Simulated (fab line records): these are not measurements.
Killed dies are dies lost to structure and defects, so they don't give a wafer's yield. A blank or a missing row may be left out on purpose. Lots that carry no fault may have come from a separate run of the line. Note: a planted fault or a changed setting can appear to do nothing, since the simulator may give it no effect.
Matching of chambers -- flow n5-finfet -- N5_BEOL_M2_ETCH_69 on rie-diel-05: 4 sister chambers
The step etches SiARC in CF4, target depth 15.6 nm, time 26 s. 4 wafers are shown with their chamber, then 12 later ones without.

## WAFERS PAIRED WITH THEIR CHAMBERS
wafer,chamber,drypump-motor-current-A (A)
L084.6,1,5.8
L085.2,0,5.1
L085.4,2,6.7
L085.5,3,4.9

## WAFERS WITHOUT THEIR CHAMBER
wafer,drypump-motor-current-A (A)
L087.3,5.7
L087.5,5.1
L087.6,5.0
L089.1,5.8
L089.2,6.7
L089.3,5.0
L096.4,5.1
L096.5,5.1
L096.6,5.8
L097.2,6.7
L097.4,5.8
L097.6,5.0

## EACH ONE'S CHAMBER
wafer,from the rows above,in truth
L087.3,1,1
L087.5,0,0
L087.6,can't be placed: 0 or 3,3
L089.1,1,1
L089.2,2,2
L089.3,can't be placed: 0 or 3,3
L096.4,0,0
L096.5,0,0
L096.6,1,1
L097.2,2,2
L097.4,1,1
L097.6,can't be placed: 0 or 3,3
9 of 12 placed correctly. Can't be placed from these rows: 3 (the true chamber is among the candidates in 3). Placed wrongly: 0.
How it was worked out, from the rows above alone: a wafer's distance from a chamber is the root of the sum, over the readings, of the square of ((its reading less the chamber's mean) divided by the reading's scatter). If the next closest chamber is less than 2 further off than the closest, the wafer can't be placed; otherwise it belongs to the closest. Each chamber's mean is taken over the wafers shown for it. The scatter: with one shown wafer a chamber, the root of the mean of the squares of how far each hidden wafer lies from its nearest shown one.
